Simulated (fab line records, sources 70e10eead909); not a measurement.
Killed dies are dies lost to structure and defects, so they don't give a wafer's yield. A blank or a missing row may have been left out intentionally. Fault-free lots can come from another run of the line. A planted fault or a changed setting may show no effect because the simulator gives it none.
fab line records | flow nand-harc
[record] lots = 24 wafers = 72 last-day = 24
route steps=1159 shown P_CONTACT@232 P_M1@310 P_M2@335
lots untouched by any fault: they come from a run of this same line in which no faults occurred
start-h: start of the lot's first displayed wafer, in hours after the record's first day | wait-h: hours elapsed since this lot's preceding step | " unchanged from the row above | L1.1+2: a single row standing in for several wafers | - either no value or no given start | * or withheld: withheld | < > ~ a bound
route shown NAME@n: NAME is a module with steps in the file, n the number in the route of the first one | usual: mean and standard deviation over wafers with no fault | same: alike in all rows | chamber/n: place in a boat | sites: readings site by site | _std_site: how widely they spread, as a standard deviation | _edge_site: mean of outer sites minus mean of inner sites | radius-mm: how far each site lies from the wafer's centre | mask NAME#n: copy n | behind: tool/chamber where the wafer was last shaped | hold: cause of the lot's hold/its duration in hours/its outcome | device: which transistor (n, p or np) failed to switch | end of line: at the end of the route, the tests of the same wafers | where a step has no rows: the recipe by itself | killed: count of dies lost to structure and defects at first sort (not the wafer's yield) | map: per-die view of a wafer (x killed, . not killed, _ where there is no die)
set.NAME: the setting that was run; set.NAME@STEP: the one run at that earlier step | model.NAME: the simulator's own value behind a step, which no gauge read
a sample of lots followed through the steps of the route, with each step as a table and each wafer as a row
services: the hour from which a tool's chamber was out of use, counted from the record's first day as start-h (under 0 if before that day), plus the number of hours and why
[[steps]]
[step NHARC_P_CONTACT_CD_MEAS_12]
[recipe] target-cd-nm = 90 landing-energy-ev = 500
[usual] cd-nm = 90.1/0.49
// columns lot.wafer tool chamber start-h wait-h cd-nm
L074.1 cd-sem-03 0 105.35 - 89.6
L074.3 " 0 " " 89.2
L074.5 " 0 " " 89.3
L076.1 cd-sem-01 0 117.82 - 89.9
L076.2 " 0 " " 90.1
L076.5 " 0 " " 90.4
L075.2 cd-sem-02 0 118.39 - 90.3
L075.3 " 0 " " 89.8
L075.6 " 0 " " 90.0
L077.3 cd-sem-02 0 125.11 - 89.4
L077.4 " 0 " " 90.1
L077.5 " 0 " " 89.3
L078.2 cd-sem-01 0 125.53 - 90.6
L078.5 " 0 " " 90.3
L078.6 " 0 " " 90.3
L080.1 cd-sem-02 0 146.48 - 89.9
L080.2 " 0 " " 89.9
L080.6 " 0 " " 89.7
L079.1 cd-sem-03 0 148.87 - 89.9
L079.4 " 0 " " 89.7
L079.6 " 0 " " 89.7
L081.1 cd-sem-03 0 153.16 - 90.3
L081.3 " 0 " " 90.4
L081.6 " 0 " " 90.6
L082.3 cd-sem-03 0 156.19 - 89.8
L082.4 " 0 " " 90.2
L082.6 " 0 " " 90.5
L083.3 cd-sem-01 0 156.68 - 89.1
L083.4 " 0 " " 89.1
L083.6 " 0 " " 89.6
L085.1 cd-sem-03 0 170.59 - 90.7
L085.3 " 0 " " 90.8
L085.4 " 0 " " 90.9
L084.2 cd-sem-03 0 172.84 - 89.4
L084.3 " 0 " " 89.6
L084.6 " 0 " " 89.4
L086.2 cd-sem-01 0 185.96 - 89.9
L086.4 " 0 " " 90.3
L086.5 " 0 " " 89.7
L087.1 cd-sem-01 0 186.25 - 89.8
L087.2 " 0 " " 89.9
L087.3 " 0 " " 90.1
L088.2 cd-sem-02 0 195.91 - 90.2
L088.5 " 0 " " 90.2
L088.6 " 0 " " 89.6
L089.1 cd-sem-01 0 199.26 - 90.5
L089.4 " 0 " " 90.9
L089.5 " 0 " " 90.7
L090.1 cd-sem-02 0 204.42 - 90.8
L090.2 " 0 " " 91.3
L090.4 " 0 " " 90.4
L092.1 cd-sem-02 0 211.60 - 90.3
L092.2 " 0 " " 89.5
L092.4 " 0 " " 89.7
L091.1 cd-sem-01 0 212.42 - 90.2
L091.3 " 0 " " 90.2
L091.5 " 0 " " 90.7
L093.1 cd-sem-01 0 219.13 - 90.4
L093.2 " 0 " " 90.2
L093.3 " 0 " " 90.3
L094.1 cd-sem-03 0 226.60 - 90.9
L094.3 " 0 " " 90.2
L094.5 " 0 " " 90.2
L095.2 cd-sem-01 0 236.74 - 90.5
L095.4 " 0 " " 90.6
L095.5 " 0 " " 90.6
L097.1 cd-sem-01 0 241.23 - 89.4
L097.2 " 0 " " 89.3
L097.3 " 0 " " 90.0
L096.1 cd-sem-01 0 242.23 - 90.2
L096.4 " 0 " " 90.2
L096.5 " 0 " " 90.4
[step NHARC_P_CONTACT_INSPECT_14]
[usual] raw-defect-count = 3.7/2.2
// columns lot.wafer tool chamber start-h wait-h raw-defect-count
L074.1 defect-inspect-01 - 105.49 0.1 2
L074.3 " - " " 3
L074.5 " - " " 1
L076.1 defect-inspect-01 - 117.95 0.0 1
L076.2 " - " " 6
L076.5 " - " " 3
L075.2 defect-inspect-01 - 118.51 0.0 2
L075.3 " - " " 4
L075.6 " - " " 2
L077.3 defect-inspect-01 - 125.23 0.0 6
L077.4 " - " " 5
L077.5 " - " " 3
L078.2 defect-inspect-01 - 125.65 0.0 3
L078.5 " - " " 2
L078.6 " - " " 1
L080.1 defect-inspect-01 - 146.60 0.0 8
L080.2 " - " " 3
L080.6 " - " " 3
L079.1 defect-inspect-02 - 149.00 0.0 8
L079.4 " - " " 2
L079.6 " - " " 5
L081.1 defect-inspect-02 - 153.28 0.0 6
L081.3 " - " " 1
L081.6 " - " " 5
L082.3 defect-inspect-01 - 156.31 0.0 5
L082.4 " - " " 4
L082.6 " - " " 5
L083.3 defect-inspect-01 - 156.82 0.0 3
L083.4 " - " " 9
L083.6 " - " " 9
L085.1 defect-inspect-02 - 170.72 0.0 6
L085.3 " - " " 4
L085.4 " - " " 4
L084.2 defect-inspect-02 - 172.96 0.0 2
L084.3 " - " " 7
L084.6 " - " " 1
L086.2 defect-inspect-02 - 186.09 0.0 3
L086.4 " - " " 3
L086.5 " - " " 1
L087.1 defect-inspect-01 - 186.37 0.0 5
L087.2 " - " " 1
L087.3 " - " " 1
L088.2 defect-inspect-02 - 196.03 0.0 4
L088.5 " - " " 4
L088.6 " - " " 2
L089.1 defect-inspect-01 - 199.39 0.0 1
L089.4 " - " " 3
L089.5 " - " " 2
L090.1 defect-inspect-01 - 204.54 0.0 4
L090.2 " - " " 7
L090.4 " - " " 3
L092.1 defect-inspect-01 - 211.74 0.0 2
L092.2 " - " " 9
L092.4 " - " " 3
L091.1 defect-inspect-01 - 212.54 0.0 1
L091.3 " - " " 2
L091.5 " - " " 3
L093.1 defect-inspect-02 - 219.25 0.0 10
L093.2 " - " " 6
L093.3 " - " " 6
L094.1 defect-inspect-02 - 226.74 0.0 6
L094.3 " - " " 5
L094.5 " - " " 1
L095.2 defect-inspect-01 - 236.87 0.0 4
L095.4 " - " " 2
L095.5 " - " " 3
L097.1 defect-inspect-02 - 241.35 0.0 4
L097.2 " - " " 2
L097.3 " - " " 2
L096.1 defect-inspect-02 - 242.37 0.0 6
L096.4 " - " " 3
L096.5 " - " " 3
[step NHARC_P_M1_ANNEAL_31]
[recipe] temp-c = 225 time-s = 90
[usual] anneal-temp-c-max = 226.9/0.35 wafer_temp_C_max = 226.3/0.31
// columns lot.wafer tool chamber start-h wait-h anneal-temp-c-max wafer_temp_C_max
L074.1 rtp-anneal-01 0 117.11 0.3 226.1 225.7
L074.3 " 0 " " 226.8 225.9
L074.5 " 0 " " 228.3 226.3
L076.1 rtp-anneal-01 0 130.38 0.3 227.0 226.4
L076.2 " 0 " " 226.7 226.3
L076.5 " 0 " " 227.4 226.3
L075.2 rtp-anneal-01 0 130.95 - 226.6 226.0
L075.3 " 0 " " 226.6 226.0
L075.6 " 0 " " 226.7 226.1
L077.3 rtp-anneal-02 0 138.97 - 227.4 226.2
L077.4 " 0 " " 227.0 226.5
L077.5 " 0 " " 227.0 225.9
L078.2 rtp-anneal-01 0 140.40 - 226.7 226.6
L078.5 " 0 " " 226.9 226.7
L078.6 " 0 " " 226.6 226.6
L080.1 rtp-anneal-02 0 157.05 0.3 227.2 227.0
L080.2 " 0 " " 227.0 226.5
L080.6 " 0 " " 227.0 226.4
L079.1 rtp-anneal-01 0 159.04 0.3 227.1 226.4
L079.4 " 0 " " 226.7 226.0
L079.6 " 0 " " 227.1 225.5
L081.1 rtp-anneal-02 0 163.84 - 226.7 226.5
L081.3 " 0 " " 227.5 226.3
L081.6 " 0 " " 226.6 226.3
L082.3 rtp-anneal-02 0 167.08 - 226.7 226.6
L082.4 " 0 " " 227.1 226.4
L082.6 " 0 " " 227.0 226.3
L083.3 rtp-anneal-01 0 167.41 0.4 226.6 226.6
L083.4 " 0 " " 227.2 226.3
L083.6 " 0 " " 226.9 226.2
L085.1 rtp-anneal-02 0 181.86 - 226.7 226.0
L085.3 " 0 " " 226.5 226.6
L085.4 " 0 " " 226.4 226.1
L084.2 rtp-anneal-02 0 183.19 0.4 226.7 226.7
L084.3 " 0 " " 227.2 225.9
L084.6 " 0 " " 226.7 226.7
L086.2 rtp-anneal-01 0 196.37 - 226.4 226.1
L086.4 " 0 " " 227.0 226.0
L086.5 " 0 " " 226.3 227.1
L087.1 rtp-anneal-01 0 201.37 - 226.8 226.3
L087.2 " 0 " " 226.7 225.9
L087.3 " 0 " " 227.5 226.1
L088.2 rtp-anneal-01 0 214.92 - 226.4 226.4
L088.5 " 0 " " 226.4 226.8
L088.6 " 0 " " 226.8 226.1
L089.1 rtp-anneal-02 0 218.77 - 226.9 226.2
L089.4 " 0 " " 227.6 226.1
L089.5 " 0 " " 227.2 226.6
L090.1 rtp-anneal-02 0 220.15 - 226.9 226.2
L090.2 " 0 " " 226.9 226.6
L090.4 " 0 " " 227.1 226.3
L092.1 rtp-anneal-02 0 222.45 0.3 227.0 226.2
L092.2 " 0 " " 226.6 226.7
L092.4 " 0 " " 227.2 226.1
L091.1 rtp-anneal-01 0 222.68 - 227.1 226.3
L091.3 " 0 " " 227.3 226.2
L091.5 " 0 " " 226.5 226.2
L093.1 rtp-anneal-02 0 230.20 - 227.2 226.7
L093.2 " 0 " " 226.9 225.7
L093.3 " 0 " " 227.1 226.1
L094.1 rtp-anneal-01 0 240.57 - 226.4 226.2
L094.3 " 0 " " 226.4 226.0
L094.5 " 0 " " 226.7 226.1
L095.2 rtp-anneal-02 0 247.03 - 226.3 226.5
L095.4 " 0 " " 226.6 226.2
L095.5 " 0 " " 227.4 226.2
L097.1 rtp-anneal-01 0 251.71 0.3 226.9 226.0
L097.2 " 0 " " 226.6 226.2
L097.3 " 0 " " 226.8 226.1
L096.1 rtp-anneal-02 0 252.38 - 226.7 226.7
L096.4 " 0 " " 226.9 226.4
L096.5 " 0 " " 226.7 227.2
[step NHARC_P_M1_INSPECT_27]
[usual] raw-defect-count = 321/140
// columns lot.wafer tool chamber start-h wait-h raw-defect-count
L074.1 defect-inspect-02 - 117.95 0.0 206
L074.3 " - " " 213
L074.5 " - " " 172
L076.1 defect-inspect-01 - 131.19 0.0 392
L076.2 " - " " 408
L076.5 " - " " 251
L075.2 defect-inspect-02 - 131.71 0.0 446
L075.3 " - " " 356
L075.6 " - " " 688
L077.3 defect-inspect-02 - 139.69 0.0 161
L077.4 " - " " 327
L077.5 " - " " 237
L078.2 defect-inspect-02 - 141.16 0.0 370
L078.5 " - " " 362
L078.6 " - " " 610
L080.1 defect-inspect-01 - 157.87 0.0 319
L080.2 " - " " 263
L080.6 " - " " 295
L079.1 defect-inspect-02 - 159.85 0.0 414
L079.4 " - " " 246
L079.6 " - " " 356
L081.1 defect-inspect-02 - 164.66 0.0 255
L081.3 " - " " 200
L081.6 " - " " 273
L082.3 defect-inspect-01 - 167.80 0.0 242
L082.4 " - " " 243
L082.6 " - " " 298
L083.3 defect-inspect-02 - 168.13 0.0 253
L083.4 " - " " 430
L083.6 " - " " 439
L085.1 defect-inspect-01 - 182.70 0.0 164
L085.3 " - " " 386
L085.4 " - " " 249
L084.2 defect-inspect-01 - 183.95 0.0 213
L084.3 " - " " 171
L084.6 " - " " 292
L086.2 defect-inspect-02 - 197.17 0.0 308
L086.4 " - " " 267
L086.5 " - " " 378
L087.1 defect-inspect-01 - 202.20 0.0 345
L087.2 " - " " 283
L087.3 " - " " 240
L088.2 defect-inspect-01 - 215.73 0.0 237
L088.5 " - " " 640
L088.6 " - " " 479
L089.1 defect-inspect-02 - 219.58 0.0 616
L089.4 " - " " 522
L089.5 " - " " 449
L090.1 defect-inspect-01 - 220.97 0.0 211
L090.2 " - " " 383
L090.4 " - " " 199
L092.1 defect-inspect-02 - 223.26 0.0 204
L092.2 " - " " 149
L092.4 " - " " 202
L091.1 defect-inspect-02 - 223.50 0.0 801
L091.3 " - " " 596
L091.5 " - " " 449
L093.1 defect-inspect-01 - 231.02 0.0 243
L093.2 " - " " 242
L093.3 " - " " 257
L094.1 defect-inspect-01 - 241.38 0.0 176
L094.3 " - " " 273
L094.5 " - " " 289
L095.2 defect-inspect-02 - 247.80 0.0 389
L095.4 " - " " 307
L095.5 " - " " 270
L097.1 defect-inspect-01 - 252.54 0.0 303
L097.2 " - " " 180
L097.3 " - " " 226
L096.1 defect-inspect-01 - 253.23 0.0 308
L096.4 " - " " 145
L096.5 " - " " 284
[step NHARC_P_M2_STRIP_18]
[recipe] power-w = 1000 n2-flow-sccm = 150 h2-flow-sccm = 150 ar-flow-sccm = 0 bias-w = 0 chemistry = N2/H2
[usual] drypump-motor-current-A = 5.67/0.22 oes-product-au = 1.000/0.0079 rf-vpp-V = 90.8/0.96 showerhead-plenum-p-Torr = 2.08/0.083 throttle-valve-pct = 14.172/0.009
// columns lot.wafer tool chamber start-h wait-h drypump-motor-current-A oes-product-au rf-hours-counter-h rf-vpp-V showerhead-plenum-p-Torr throttle-valve-pct
L074.1 rie-diel-03 2 119.99 0.1 5.72 1.002 3 91.9 2.18 14.181
L074.3 " 3 " " 5.49 1.001 2 91.8 2.06 14.172
L074.5 " 2 " " 5.73 0.997 - 92.2 2.18 14.185
L076.2 rie-diel-07 0 133.14 0.1 5.88 1.005 11 88.6 1.96 14.160
L076.1 " 1 " " 5.85 1.014 11 90.0 1.94 14.171
L076.5 " 0 " " 5.89 0.992 - 90.0 1.96 14.178
L075.3 rie-diel-01 0 133.67 0.1 6.37 0.995 56 91.2 2.14 14.174
L075.2 " 2 " " 5.72 1.016 51 90.2 1.97 14.165
L075.6 " 0 " " 6.41 1.001 - 90.2 2.14 14.177
L077.4 rie-diel-03 2 141.65 0.1 5.75 0.997 3 89.6 2.18 14.168
L077.3 " 0 " " 5.49 1.003 3 91.4 2.15 14.178
L077.5 " 2 " " 5.75 1.007 - 93.2 2.18 14.168
L078.2 rie-diel-03 2 143.05 0.1 5.75 1.007 3 91.0 2.18 14.181
L078.5 " 0 " " 5.46 0.999 - 90.5 2.15 14.169
L078.6 " 1 " " 5.44 1.005 - 89.9 2.15 14.158
L080.1 rie-diel-03 0 159.93 0.1 5.48 0.991 4 91.4 2.15 14.162
L080.2 " 1 " " 5.42 1.006 4 92.1 2.15 14.175
L080.6 " 3 " " 5.51 1.005 - 90.1 2.06 14.168
L079.4 rie-diel-03 1 161.67 0.1 5.42 1.002 4 90.3 2.15 14.164
L079.1 " 0 " " 5.46 0.997 4 90.2 2.15 14.142
L079.6 " 1 " " 5.42 0.991 - 89.8 2.15 14.170
L081.1 rie-diel-07 3 166.77 0.1 5.57 0.987 19 90.0 2.08 14.164
L081.3 " 0 " " 5.90 0.993 19 91.7 1.96 14.168
L081.6 " 1 " " 5.87 0.993 - 89.8 1.94 14.178
L082.3 rie-diel-07 2 169.75 0.1 5.83 0.984 19 91.6 2.08 14.174
L082.4 " 1 " " 5.87 1.003 18 91.8 1.94 14.170
L082.6 " 3 " " 5.54 1.000 - 90.5 2.07 14.183
L083.3 rie-diel-03 3 170.48 0.1 5.50 1.017 4 91.3 2.06 14.172
L083.4 " 0 " " 5.47 1.002 4 91.5 2.15 14.170
L083.6 " 1 " " 5.45 0.993 - 89.4 2.15 14.183
L085.1 rie-diel-01 0 184.68 0.1 6.42 1.005 13 91.3 2.13 14.173
L085.3 " 1 " " 5.93 0.997 14 91.3 1.91 14.179
L085.4 " 2 " " 5.72 1.004 14 89.1 1.97 14.178
L084.3 rie-diel-07 2 185.96 0.1 5.85 0.979 20 91.2 2.08 14.163
L084.2 " 3 " " 5.56 0.987 20 91.2 2.07 14.175
L084.6 " 0 " " 5.83 0.999 - 88.6 1.96 14.168
L086.4 rie-diel-03 3 199.13 0.1 5.50 1.002 5 90.8 2.06 14.170
L086.2 " 1 " " 5.46 1.009 5 90.8 2.15 14.174
L086.5 " 2 " " 5.73 1.001 - 91.8 2.17 14.184
L087.3 rie-diel-07 0 204.06 0.1 5.80 0.991 23 89.7 1.96 14.168
L087.2 " 1 " " 5.86 1.002 22 91.7 1.94 14.178
L087.1 " 2 " " 5.82 0.985 23 90.8 2.08 14.178
L088.2 rie-diel-01 2 217.76 0.1 5.69 1.008 28 90.4 1.96 14.178
L088.6 " 1 " " 5.90 1.006 - 90.1 1.90 14.169
L088.5 " 2 " " 5.70 1.016 - 91.6 1.96 14.173
L089.1 rie-diel-07 1 221.50 0.1 5.85 1.005 27 88.9 1.94 14.179
L089.4 " 3 " " 5.57 0.991 27 91.0 2.07 14.168
L089.5 " 1 " " 5.89 0.999 - 90.3 1.94 14.165
L090.1 rie-diel-07 2 223.15 0.1 5.85 0.992 27 89.3 2.07 14.179
L090.2 " 3 " " 5.57 0.994 28 90.6 2.07 14.170
L090.4 " 1 " " 5.90 1.008 27 89.9 1.94 14.172
L092.4 rie-diel-03 3 225.20 0.1 5.50 0.988 0 89.4 2.05 14.172
L092.2 " 1 " " 5.38 1.010 0 91.9 2.15 14.177
L092.1 " 2 " " 5.75 0.986 0 91.5 2.17 14.181
L091.3 rie-diel-03 3 225.56 0.1 5.49 0.999 0 90.1 2.06 14.171
L091.1 " 0 " " 5.46 0.996 0 91.1 2.15 14.201
L091.5 " 0 " " 5.50 0.986 - 92.0 2.15 14.182
L093.3 rie-diel-03 0 233.00 0.1 5.49 0.997 1 90.0 2.15 14.192
L093.1 " 1 " " 5.47 1.002 1 90.6 2.15 14.177
L093.2 " 2 " " 5.74 1.004 0 91.3 2.17 14.181
L094.1 rie-diel-03 2 243.38 0.1 5.74 0.991 1 92.2 2.17 14.181
L094.3 " 1 " " 5.45 0.999 1 91.5 2.15 14.173
L094.5 " 3 " " 5.49 0.991 - 91.4 2.05 14.175
L095.4 rie-diel-03 3 249.73 0.1 5.49 0.994 1 90.7 2.05 14.176
L095.2 " 2 " " 5.75 1.001 1 91.0 2.17 14.191
L095.5 " 0 " " 5.47 0.995 - 92.7 2.15 14.165
L097.1 rie-diel-03 3 254.53 0.1 5.49 1.000 1 90.1 2.05 14.169
L097.2 " 0 " " 5.45 1.014 1 90.4 2.15 14.185
L097.3 " 1 " " 5.40 1.017 1 90.8 2.15 14.158
L096.1 rie-diel-03 2 255.19 0.1 5.76 0.993 1 90.3 2.17 14.174
L096.4 " 3 " " 5.51 1.006 1 91.5 2.05 14.171
L096.5 " 3 " " 5.47 0.994 - 91.1 2.05 14.174
[step NHARC_P_M2_DEGAS_29]
[recipe] temp-c = 250 time-s = 60
[usual] heater-power-w = 347/28
// columns lot.wafer tool chamber start-h wait-h heater-power-w
L074.1 pvd-sputter-01 - 120.64 - 359
L074.3 " - " " 312
L074.5 " - " " 363
L076.1 pvd-sputter-02 - 134.20 - 355
L076.2 " - " " 353
L076.5 " - " " 347
L075.2 pvd-sputter-01 - 134.37 - 305
L075.3 " - " " 320
L075.6 " - " " 322
L077.4 pvd-sputter-02 - 142.30 - 375
L077.3 " - " " 379
L077.5 " - " " 367
L078.2 pvd-sputter-03 - 143.66 - 336
L078.6 " - " " 387
L078.5 " - " " 373
L080.2 pvd-sputter-02 - 160.52 - 360
L080.1 " - " " 349
L080.6 " - " " 348
L079.4 pvd-sputter-02 - 162.35 - 358
L079.1 " - " " 381
L079.6 " - " " 374
L081.1 pvd-sputter-03 - 167.37 - 334
L081.3 " - " " 386
L081.6 " - " " 321
L082.3 pvd-sputter-02 - 170.39 - 369
L082.4 " - " " 356
L082.6 " - " " 339
L083.3 pvd-sputter-01 - 171.08 - 302
L083.4 " - " " 364
L083.6 " - " " 315
L085.4 pvd-sputter-03 - 185.30 - 371
L085.1 " - " " 371
L085.3 " - " " 368
L084.3 pvd-sputter-02 - 186.61 - 378
L084.2 " - " " 354
L084.6 " - " " 356
L086.4 pvd-sputter-01 - 199.79 - 378
L086.2 " - " " 323
L086.5 " - " " 318
L087.1 pvd-sputter-01 - 204.67 - 309
L087.2 " - " " 299
L087.3 " - " " 323
L088.2 pvd-sputter-01 - 218.39 - 326
L088.6 " - " " 319
L088.5 " - " " 303
L089.4 pvd-sputter-01 - 222.13 - 376
L089.1 " - " " 303
L089.5 " - " " 320
L090.1 pvd-sputter-03 - 224.02 - 384
L090.4 " - " " 376
L090.2 " - " " 366
L092.4 pvd-sputter-02 - 225.85 - 342
L092.1 " - " " 386
L092.2 " - " " 337
L091.3 pvd-sputter-03 - 226.20 - 368
L091.1 " - " " 325
L091.5 " - " " 370
L093.1 pvd-sputter-03 - 233.63 - 369
L093.2 " - " " 323
L093.3 " - " " 388
L094.3 pvd-sputter-01 - 244.03 - 317
L094.1 " - " " 301
L094.5 " - " " 314
L095.4 pvd-sputter-01 - 250.38 - 313
L095.2 " - " " 376
L095.5 " - " " 334
L097.2 pvd-sputter-02 - 255.14 - 361
L097.1 " - " " 346
L097.3 " - " " 378
L096.4 pvd-sputter-03 - 255.83 - 317
L096.1 " - " " 368
L096.5 " - " " 381
[[services]]
// columns tool chamber start-h hours kind
rie-diel-03 0 96.30 - clean
rie-diel-03 1 96.30 - clean
rie-diel-03 2 96.30 - clean
rie-diel-03 3 96.30 - clean
pvd-sputter-03 - 102.02 10.0 pm
rie-diel-01 2 103.92 1.3 repair
rie-diel-03 0 120.80 - clean
rie-diel-01 1 126.44 1.3 repair
pvd-sputter-03 - 133.31 2.0 repair
rie-diel-07 1 137.77 4.4 repair
rie-diel-01 - 137.83 9.0 pm
pvd-sputter-01 - 152.11 2.6 repair
pvd-sputter-01 - 158.00 10.0 pm
rie-diel-07 2 172.16 5.7 repair
rie-diel-01 0 178.42 4.6 repair
rie-diel-01 0 200.03 4.9 repair
pvd-sputter-02 - 206.14 3.0 repair
rie-diel-03 3 208.45 2.7 repair
pvd-sputter-02 - 214.00 10.0 pm
rie-diel-03 - 215.30 9.0 pm
rie-diel-07 - 228.20 9.0 pm
rie-diel-01 3 229.49 2.7 repair
rie-diel-07 2 245.51 4.1 repair
rie-diel-01 3 246.64 8.8 repair
[[key]]
fault none
